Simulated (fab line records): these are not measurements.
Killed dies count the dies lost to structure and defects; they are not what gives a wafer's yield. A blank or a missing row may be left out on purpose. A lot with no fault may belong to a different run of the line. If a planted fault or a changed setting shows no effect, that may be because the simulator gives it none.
Chamber matching -- flow n5Finfet -- aldSin-02 running N5_BEOL_M1_ALD_98: 4 sister chambers
The step deposits SiO2, target thk 2.5 nm, pulse time 1 s, co reactant pulse time 1 s. 18 wafers are shown with their chamber, then 9 later ones without.

EACH WAFER AND ITS CHAMBER
wafer,chamber,heaterPowerW (W),precursorPulseHeightRel
L074.2,3,80,1.024
L074.3,1,75,1.002
L074.4,3,77,1.002
L077.1,0,78,0.968
L077.2,1,77,0.996
L077.3,2,86,1.023
L077.4,3,79,0.984
L077.5,1,78,0.969
L077.6,0,80,1.029
L079.2,3,79,1.009
L079.3,2,82,0.984
L079.6,3,80,0.992
L081.1,1,77,1.024
L081.2,0,78,0.998
L081.6,3,80,1.004
L086.2,1,77,1.005
L086.3,3,82,1.031
L086.6,1,78,0.965

SIGNATURES (means of the wafers above)
reading,chamber 0,chamber 1,chamber 2,chamber 3,scatter within a chamber
heaterPowerW,78.67,77.00,84.00,79.57,1.47
precursorPulseHeightRel,0.99833,0.99350,1.00350,1.00657,0.0221
Rule: for a wafer and a chamber, the distance is found by dividing, reading by reading, the gap between the wafer's reading and the chamber's mean by the reading's scatter, squaring, summing and taking the root. The wafer belongs to the nearest chamber; if the next one is less than 2 further off, it can't be placed. The scatter is the square root of a quotient: the sum, over the shown wafers, of each reading's squared deviation from its chamber's mean, divided by wafers minus chambers.

WAFERS MISSING THEIR CHAMBER
wafer,heaterPowerW (W),precursorPulseHeightRel
L087.2,81,1.011
L087.3,77,0.983
L087.5,78,0.989
L090.2,79,0.979
L090.3,78,0.984
L090.5,77,1.022
L095.2,78,0.986
L095.4,80,1.017
L095.6,84,0.958

WHICH CHAMBER EACH WENT THROUGH
wafer,from the rows above,in truth
L087.2,can't be placed: 3 or 0 or 2 or 1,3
L087.3,can't be placed: 1 or 0 or 3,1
L087.5,can't be placed: 0 or 1 or 3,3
L090.2,can't be placed: 0 or 3 or 1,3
L090.3,can't be placed: 0 or 1 or 3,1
L090.5,can't be placed: 1 or 0 or 3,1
L095.2,can't be placed: 0 or 1 or 3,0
L095.4,can't be placed: 3 or 0 or 1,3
L095.6,can't be placed: 2 or 3 or 0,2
Correct placement for 0 of the 9. Unplaceable from these rows: 9, with the true chamber sitting among the candidates in 9. Placed wrongly: 0.
